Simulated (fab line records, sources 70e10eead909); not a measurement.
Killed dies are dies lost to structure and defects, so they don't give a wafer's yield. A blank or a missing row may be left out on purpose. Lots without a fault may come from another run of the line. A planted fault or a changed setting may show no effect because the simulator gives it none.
Which tool did it? | flow nand_harc | 24 lots, 72 wafers sampled, at 2 steps of a route of 1159

WHAT THE GAUGES READ, wafer by wafer
NHARC_P_CONTACT_INSPECT_27.
lot  | measured     | on                | raw_defect_count
L074 | day 6 04:45  | defect_inspect-01 | 287 279 366
L076 | day 6 08:37  | defect_inspect-01 | 334 239 293
L075 | day 6 08:52  | defect_inspect-01 | 266 364 200
L077 | day 6 13:41  | defect_inspect-02 | 134 297 420
L078 | day 6 22:43  | defect_inspect-01 | 254 212 230
L079 | day 6 23:19  | defect_inspect-02 | 291 297 260
L081 | day 7 05:17  | defect_inspect-01 | 470 386 613
L080 | day 7 05:45  | defect_inspect-02 | 255 233 234
L083 | day 8 03:19  | defect_inspect-01 | 247 243 215
L082 | day 8 03:53  | defect_inspect-02 | 272 299 207
L085 | day 8 05:56  | defect_inspect-02 | 181 211 276
L084 | day 8 07:07  | defect_inspect-01 | 250 135 153
L086 | day 8 23:38  | defect_inspect-02 | 298 436 551
L087 | day 9 00:10  | defect_inspect-01 | 359 428 373
L088 | day 9 08:23  | defect_inspect-02 | 233 246 247
L089 | day 9 18:09  | defect_inspect-01 | 157 281 424
L090 | day 9 18:41  | defect_inspect-02 | 201 184 264
L091 | day 10 07:11 | defect_inspect-02 | 152 334 478
L092 | day 10 14:34 | defect_inspect-02 | 235 297 394
L093 | day 10 15:06 | defect_inspect-01 | 207 362 340
L094 | day 10 18:10 | defect_inspect-02 | 298 208 175
L095 | day 10 23:32 | defect_inspect-02 | 271 216 320
L096 | day 11 05:26 | defect_inspect-01 | 133 307 182
L097 | day 11 23:31 | defect_inspect-02 | 149 147 154

WHICH TOOL RAN EACH LOT (tool, then ch and the chambers of the sampled wafers, then the start)
lot  | NHARC_P_CONTACT_ALD_22
L074 | ald_metal-04 ch 1,2,3, day 5 18:37
L076 | ald_metal-03 ch 1,2,3, day 6 01:19
L075 | ald_metal-01 ch 2,3, day 6 02:35
L077 | ald_metal-03 ch 1,2, day 6 07:59
L078 | ald_metal-01 ch 0,3, day 6 19:04
L079 | ald_metal-04 ch 1,3, day 6 21:47
L081 | ald_metal-01 ch 0,1,2, day 7 02:31
L080 | ald_metal-04 ch 0,3, day 7 03:07
L083 | ald_metal-04 ch 2,3, day 7 19:22
L082 | ald_metal-03 ch 0,1, day 7 19:43
L085 | ald_metal-01 ch 1,3, day 8 04:40
L084 | ald_metal-01 ch 0,1,2, day 8 05:46
L086 | ald_metal-01 ch 0,1,2, day 8 20:41
L087 | ald_metal-04 ch 0,1,3, day 8 21:02
L088 | ald_metal-01 ch 1,2,3, day 9 07:10
L089 | ald_metal-03 ch 0,1,3, day 9 13:48
L090 | ald_metal-01 ch 1,2, day 9 14:59
L091 | ald_metal-03 ch 0,1,3, day 9 23:03
L092 | ald_metal-03 ch 0,1, day 10 09:00
L093 | ald_metal-01 ch 1,3, day 10 11:02
L094 | ald_metal-03 ch 0,3, day 10 16:52
L095 | ald_metal-04 ch 1,2, day 10 22:16
L096 | ald_metal-04 ch 0,1,3, day 11 04:13
L097 | ald_metal-03 ch 0,3, day 11 22:11
- NHARC_P_CONTACT_ALD_22: deposits TiN, target thk 3 nm, pulse time 1 s, ald cycles 150.

WHAT THE TOOLS THEMSELVES READ (means of the sampled wafers that have a number; where no wafer has one, the mark that the record gives instead)
NHARC_P_CONTACT_ALD_22.
lot  | tool         | heater_power_outer_w (W) | heater_power_w (W) | precursor_pulse_height_rel
L074 | ald_metal-04 | 791                      | 1158               | 0.982
L076 | ald_metal-03 | 701                      | 1109               | 0.982
L075 | ald_metal-01 | 720                      | 1218               | 1.007
L077 | ald_metal-03 | 661                      | 1080               | 1.015
L078 | ald_metal-01 | 674                      | 1076               | 0.996
L079 | ald_metal-04 | 748                      | 1112               | 1.007
L081 | ald_metal-01 | 667                      | 1132               | 0.987
L080 | ald_metal-04 | 660                      | 1063               | 0.985
L083 | ald_metal-04 | 758                      | 1185               | 0.981
L082 | ald_metal-03 | 784                      | 1238               | 1.008
L085 | ald_metal-01 | 650                      | 1085               | 0.992
L084 | ald_metal-01 | 673                      | 1130               | 0.994
L086 | ald_metal-01 | 675                      | 1126               | 1.003
L087 | ald_metal-04 | 711                      | 1100               | 1.002
L088 | ald_metal-01 | 681                      | 1146               | 1.020
L089 | ald_metal-03 | 789                      | 1229               | 1.005
L090 | ald_metal-01 | 687                      | 1175               | 1.000
L091 | ald_metal-03 | 798                      | 1230               | 0.987
L092 | ald_metal-03 | 781                      | 1235               | 0.991
L093 | ald_metal-01 | 692                      | 1093               | 0.974
L094 | ald_metal-03 | 846                      | 1310               | 0.992
L095 | ald_metal-04 | 745                      | 1088               | 0.975
L096 | ald_metal-04 | 714                      | 1085               | 0.996
L097 | ald_metal-03 | 838                      | 1325               | 0.999

THE ANSWER, worked out from the rows above alone
Rule: what is usual is taken from the lots themselves. Put in order of their means at a reading, lots are off if they are a third of the lots or fewer, leave a main group of 4 or more, and stand apart from it by a gap of 3 or more times the standard deviation of the main group's means; of several such gaps the widest counts. A main group whose means are all the same, to the digits that the tables above print for the reading, isn't used. A lot without any number at a reading at which 4 lots or more have one is off too. The other lots that the step has rows for count as sound. The gauges are gone through in route order, then the tools' own readings, and for those a lot's mean is taken as printed above. The first step at which some lot is off is used, and at that step the reading that is off furthest; a lot without a number counts as furthest.
No lot is off at any reading shown: from this, nothing can be told.

WHAT THE SIMULATOR HAD PUT IN
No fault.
